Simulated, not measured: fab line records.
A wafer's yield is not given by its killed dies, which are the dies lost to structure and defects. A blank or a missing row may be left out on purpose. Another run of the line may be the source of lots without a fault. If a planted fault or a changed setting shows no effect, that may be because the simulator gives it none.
Matching of chambers :: flow n5Finfet :: 4 sister chambers for N5_DUMMY_GATE_ETCH_44 on rieSi-04
The step etches poly-Si in HBr/O2, stops on SiO2, target depth 127.5 nm. 4 wafers are shown with their chamber, then 10 later ones without.

## WAFERS WITH THEIR CHAMBER
wafer: L081.4
chamber: 2
throttleValvePct (%): 18.45

wafer: L090.1
chamber: 0
throttleValvePct (%): 18.89

wafer: L092.1
chamber: 1
throttleValvePct (%): 18.12

wafer: L092.2
chamber: 3
throttleValvePct (%): 18.51

## WAFERS MISSING THEIR CHAMBER
wafer: L092.3
throttleValvePct (%): 18.46

wafer: L093.3
throttleValvePct (%): 18.89

wafer: L093.4
throttleValvePct (%): 18.46

wafer: L093.6
throttleValvePct (%): 18.44

wafer: L094.1
throttleValvePct (%): 18.50

wafer: L094.4
throttleValvePct (%): 18.12

wafer: L094.6
throttleValvePct (%): 18.88

wafer: L095.2
throttleValvePct (%): 18.44

wafer: L095.3
throttleValvePct (%): 18.12

wafer: L095.6
throttleValvePct (%): 18.91

## CHAMBER TAKEN BY EACH
wafer: L092.3
from the rows above: 2
in truth: 2

wafer: L093.3
from the rows above: 0
in truth: 0

wafer: L093.4
from the rows above: 2
in truth: 2

wafer: L093.6
from the rows above: 2
in truth: 2

wafer: L094.1
from the rows above: 3
in truth: 3

wafer: L094.4
from the rows above: 1
in truth: 1

wafer: L094.6
from the rows above: 0
in truth: 0

wafer: L095.2
from the rows above: 2
in truth: 2

wafer: L095.3
from the rows above: 1
in truth: 1

wafer: L095.6
from the rows above: 0
in truth: 0
Placed correctly: 10 of 10. Can't be placed from these rows: 0. Placed wrongly: 0.
How it was worked out, from the rows above alone: a wafer's distance from a chamber is the root of the sum, over the readings, of the square of ((its reading less the chamber's mean) divided by the reading's scatter). The wafer belongs to the nearest chamber; if the next one is less than 2 further off, it can't be placed. A chamber's mean is the mean of its shown wafers. The scatter: with one shown wafer a chamber, the root of the mean of the squares of how far each hidden wafer lies from its nearest shown one.
